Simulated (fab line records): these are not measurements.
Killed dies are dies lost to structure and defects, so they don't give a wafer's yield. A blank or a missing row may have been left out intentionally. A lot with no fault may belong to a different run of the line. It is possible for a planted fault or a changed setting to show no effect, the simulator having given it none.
Which tool did it? :: flow n5 finfet :: 11 lots, 31 wafers sampled, at 2 steps of a route of 1938

WHAT THE GAUGES READ, wafer by wafer
N5_BEOL_M7_CD_MEAS_11: target cd 38.5 nm. Usual: cd nm 38.4 nm, standard deviation 0.57.
lot: L548
measured: day 8 20:54
on: cd sem-01
cd nm (nm): 39.2 38.0 38.3
flag: 

lot: L551
measured: day 9 16:52
on: cd sem-01
cd nm (nm): 38.3 38.1 38.2
flag: 

lot: L554
measured: day 10 21:22
on: cd sem-01
cd nm (nm): 37.0 37.5 38.1
flag: 

lot: L556
measured: day 11 06:43
on: cd sem-03
cd nm (nm): 37.6 37.8 38.2
flag: 

lot: L558
measured: day 11 10:04
on: cd sem-01
cd nm (nm): 37.7 38.4 38.8
flag: 

lot: L560
measured: day 12 08:28
on: cd sem-01
cd nm (nm): 37.1 37.3 37.6
flag: 

lot: L561
measured: day 12 15:11
on: cd sem-01
cd nm (nm): 38.8 38.5 38.3
flag: 

lot: L559
measured: day 12 15:21
on: cd sem-01
cd nm (nm): 39.0 38.7 38.5
flag: 

lot: L565
measured: day 14 00:50
on: cd sem-02
cd nm (nm): 40.1 38.4
flag: 

lot: L568
measured: day 14 13:04
on: cd sem-03
cd nm (nm): 38.1 38.0
flag: 

lot: L570
measured: day 15 03:43
on: cd sem-02
cd nm (nm): 39.0 39.2 39.2
flag: 

EACH LOT AND THE TOOL THAT RAN IT (in order: tool; ch and the chambers of the sampled wafers; start)
lot: L548
N5_BEOL_M6_DEP_56: pecvd-04 ch 0,2, day 8 18:36

lot: L551
N5_BEOL_M6_DEP_56: pecvd-03 ch 0,1,2, day 9 14:25

lot: L554
N5_BEOL_M6_DEP_56: pecvd-04 ch 0,1, day 10 19:12

lot: L556
N5_BEOL_M6_DEP_56: pecvd-04 ch 1,2, day 11 04:43

lot: L558
N5_BEOL_M6_DEP_56: pecvd-04 ch 0,1,2, day 11 07:29

lot: L560
N5_BEOL_M6_DEP_56: pecvd-04 ch 1,2, day 12 06:24

lot: L561
N5_BEOL_M6_DEP_56: pecvd-04 ch 1,2, day 12 13:04

lot: L559
N5_BEOL_M6_DEP_56: pecvd-03 ch 1,2, day 12 13:31

lot: L565
N5_BEOL_M6_DEP_56: pecvd-01 ch 0, day 13 21:26

lot: L568
N5_BEOL_M6_DEP_56: pecvd-04 ch 0,2, day 14 10:28

lot: L570
N5_BEOL_M6_DEP_56: pecvd-03 ch 1,2, day 15 01:21
- N5_BEOL_M6_DEP_56: deposits SiCN from 3MS/NH3, target thk 10 nm, time 17.5 s.

WHAT THE TOOLS THEMSELVES READ (means of the sampled wafers that have a number; where no wafer has one, the mark that the record gives instead)
N5_BEOL_M6_DEP_56. Usual: showerhead plenum p Torr 3.660 Torr, standard deviation 0.011; throttle valve pct 9.0 %, standard deviation 0.43.
lot: L548
tool: pecvd-04
showerhead plenum p Torr (Torr): 3.682
throttle valve pct (%): 9.1
flag: 

lot: L551
tool: pecvd-03
showerhead plenum p Torr (Torr): 3.655
throttle valve pct (%): 8.8
flag: 

lot: L554
tool: pecvd-04
showerhead plenum p Torr (Torr): 3.653
throttle valve pct (%): 9.4
flag: 

lot: L556
tool: pecvd-04
showerhead plenum p Torr (Torr): 3.658
throttle valve pct (%): 8.6
flag: 

lot: L558
tool: pecvd-04
showerhead plenum p Torr (Torr): 3.656
throttle valve pct (%): 8.9
flag: 

lot: L560
tool: pecvd-04
showerhead plenum p Torr (Torr): 3.665
throttle valve pct (%): 8.5
flag: 

lot: L561
tool: pecvd-04
showerhead plenum p Torr (Torr): 3.661
throttle valve pct (%): 8.8
flag: 

lot: L559
tool: pecvd-03
showerhead plenum p Torr (Torr): 3.653
throttle valve pct (%): 9.0
flag: 

lot: L565
tool: pecvd-01
showerhead plenum p Torr (Torr): 3.665
throttle valve pct (%): 9.1
flag: 

lot: L568
tool: pecvd-04
showerhead plenum p Torr (Torr): 3.675
throttle valve pct (%): 8.9
flag: 

lot: L570
tool: pecvd-03
showerhead plenum p Torr (Torr): 3.659
throttle valve pct (%): 8.8
flag: 

THE ANSWER, worked out from the rows above alone
Rule: a lot is off if the mean of its wafers that have a number lies more than 3 standard deviations from the usual mean. A lot without any number at a reading at which 4 lots or more have one is off too. Any other lot the step has rows for is counted as sound. The gauges are gone through in route order, then the tools' own readings, and for those a lot's mean is taken as printed above. At the first step where some lot is off, the reading lying furthest off is the one used; lots without a number count as furthest.
Nothing can be told from this: no lot is off at any reading shown.

WHAT THE SIMULATOR HAD INSERTED
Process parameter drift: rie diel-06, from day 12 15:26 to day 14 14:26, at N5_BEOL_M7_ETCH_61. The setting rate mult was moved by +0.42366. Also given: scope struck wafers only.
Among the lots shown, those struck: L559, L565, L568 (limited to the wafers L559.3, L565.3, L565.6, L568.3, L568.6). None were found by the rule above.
